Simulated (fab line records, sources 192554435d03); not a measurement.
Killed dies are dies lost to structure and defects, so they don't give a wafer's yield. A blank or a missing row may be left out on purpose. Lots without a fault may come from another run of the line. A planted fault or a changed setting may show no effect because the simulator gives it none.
A struck lot beside a sound one | flow n5_finfet | 16 steps out of a route of 1938
Sound: wafers L666.4, L666.5. Struck: wafer L685.6. (L685.1 of the same lot was not struck and is left out.) The cause comes at the end.
At each step with rows: each side's tool, then ch and its chambers, then its first start. Under that, the readings that differ: sound wafers | struck wafers | difference of the means | sigmas: that difference in standard deviations of wafers without a fault.
alike: readings whose means differ by less than 2 such deviations, and words and numbers that are the same on both sides. not compared: withheld readings, readings that some wafer has no value for, bounds like >300 that may hide the same value, and numbers for which the record gives no deviation and whose values overlap.
The two part at a step that has a row with sigmas, a row that says differs or no value, or rows on one side only. Numbers that don't overlap but have no deviation are shown without sigmas and don't part them. A reading that every wafer of one side lacks parts them only if that side has two wafers or more.

N5_BEOL_M0_SAQP_HM_OPEN_112: chemistry CHF3/O2, target SiO2, stops on a-Si, target depth 12 nm, time 13.5 s.
  sound on rie_diel-01 ch 3, day 6 08:22; struck on rie_diel-02 ch 0, day 11 01:38
  reading                     | sound   | struck | difference | sigmas
  drypump_motor_current_A (A) | 5.4 5.4 | 6.2    | +0.8       | +2
  alike: oes_product_au, rf_vpp_V, showerhead_plenum_p_Torr, throttle_valve_pct
  not compared: rf_hours_counter_h
then, 2 steps without rows for these wafers: N5_BEOL_M0_SAQP_STRIP_113 (strips in CHF3/O2); N5_BEOL_M0_SAQP_MANDREL_ETCH_20 (etches a-Si in HBr/Cl2, stops on SiNx, target depth 60 nm, bt time 10 s, time 30 s).
N5_BEOL_M0_SAQP_STRIP_86: strips in N2/H2.
  sound on rie_diel-03 ch 0,2, day 6 08:32; struck on rie_diel-01 ch 3, day 11 01:50
  alike: drypump_motor_current_A, n2_flow_sccm, oes_product_au, rf_vpp_V, showerhead_plenum_p_Torr, temp_c, throttle_valve_pct
  not compared: rf_hours_counter_h
then, 3 steps without rows for these wafers: N5_BEOL_M0_SAQP_STRIP_115 (strips in post etch residue remover, time 60 s); N5_BEOL_M0_SAQP_SRD_93 (time 30 s); N5_BEOL_M0_SAQP_RECESS_114 (chemistry HF/NH3, target SiO2, target depth 14.4 nm, afs cycles 3, sublimation time 60 s).
N5_BEOL_M0_SAQP_SPACER1_ALD_98: deposits SiO2, target thk 12.8 nm, pulse time 1 s, purge time 2 s.
  sound on ald_sin-01 ch 0,3, day 6 09:10; struck on ald_sin-03 ch 3, day 11 02:29
  alike: chamber_pressure_Torr, heater_power_w, precursor_pulse_height_rel
  not compared: since_wet_clean_h
N5_BEOL_M0_SAQP_SPACER1_ETCHBACK_99: etches SiO2 in CHF3/O2, target depth 15.4 nm, time 7.7 s.
  sound on rie_diel-03 ch 0,3, day 6 09:51; struck on rie_diel-01 ch 2, day 11 02:59
  alike: drypump_motor_current_A, oes_product_au, rf_vpp_V, showerhead_plenum_p_Torr, throttle_valve_pct
  not compared: rf_hours_counter_h
then, 1 step without rows for these wafers: N5_BEOL_M0_SAQP_MANDREL1_REMOVE_100 (chemistry HBr/Cl2/O2, target a-Si, stops on SiNx, bt time 10 s).
N5_BEOL_M0_SAQP_CD_MEAS_25: target cd 13.1 nm.
  sound on cd_sem-03 ch 0, day 6 10:03; struck on cd_sem-02 ch 0, day 11 03:11
  alike: cd_nm
N5_BEOL_M0_SAQP_ETCH_101: etches SiNx in CH3F/O2, target depth 29.9 nm, time 42.7 s.
  sound on rie_diel-02 ch 2, day 6 10:13; struck on rie_diel-02 ch 2, day 11 03:29
  alike: drypump_motor_current_A, oes_product_au, rf_vpp_V, showerhead_plenum_p_Torr, throttle_valve_pct
  not compared: rf_hours_counter_h
N5_BEOL_M0_SAQP_ETCH_102: etches SiO2 in CF4, target depth 4 nm, time 4.4 s.
  sound on rie_si-02 ch 0, day 6 10:19; struck on rie_si-02 ch 3, day 11 03:35
  reading                  | sound       | struck | difference | sigmas
  oes_product_au (a.u.)    | 0.981 0.986 | 0.705  | -0.279     | -16
  model.etch.depth_nm (nm) | 3.965 3.972 | 1.96   | -2.01      |
  alike: drypump_motor_current_A, throttle_valve_pct
  not compared: rf_hours_counter_h
then, 1 step without rows for these wafers: N5_BEOL_M0_SAQP_MANDREL_ETCH_103 (etches a-Si in HBr/Cl2, stops on SiCN, target depth 45 nm, bt time 10 s, time 27 s).
-- the record jumps here: 3 days lie between the struck wafers' starts before and after (it left off in module BEOL_M0_SAQP and takes up again in module BEOL_M4, whose first step shown is number 1111 of the route) --
N5_BEOL_M4_RC_MEAS_101:
  sound on prober-01 ch 0, day 8 13:37; struck on prober-01 ch 0, day 13 17:15
  reading        | sound     | struck | difference | sigmas
  IOFF_P (nA/um) | 0.19 0.18 | 0.28   | +0.10      | +2
  ION_N (uA/um)  | 664 656   | 697    | +37        | +2
  ION_P (uA/um)  | 450 448   | 474    | +25        | +3
  VT_N (mV)      | 253 250   | 241    | -10        | -3
  alike: DIBL_N, DIBL_P, IOFF_N, SS_N, SS_P, VT_P
N5_PASSIVATION_PROBE_49:
  the record has rows for the sound wafers here (prober-01, day 12 22:15) and none for the struck ones

WHERE THEY PART
First at N5_BEOL_M0_SAQP_HM_OPEN_112; last, within this record, at N5_PASSIVATION_PROBE_49.

WHY: what the simulator had put in
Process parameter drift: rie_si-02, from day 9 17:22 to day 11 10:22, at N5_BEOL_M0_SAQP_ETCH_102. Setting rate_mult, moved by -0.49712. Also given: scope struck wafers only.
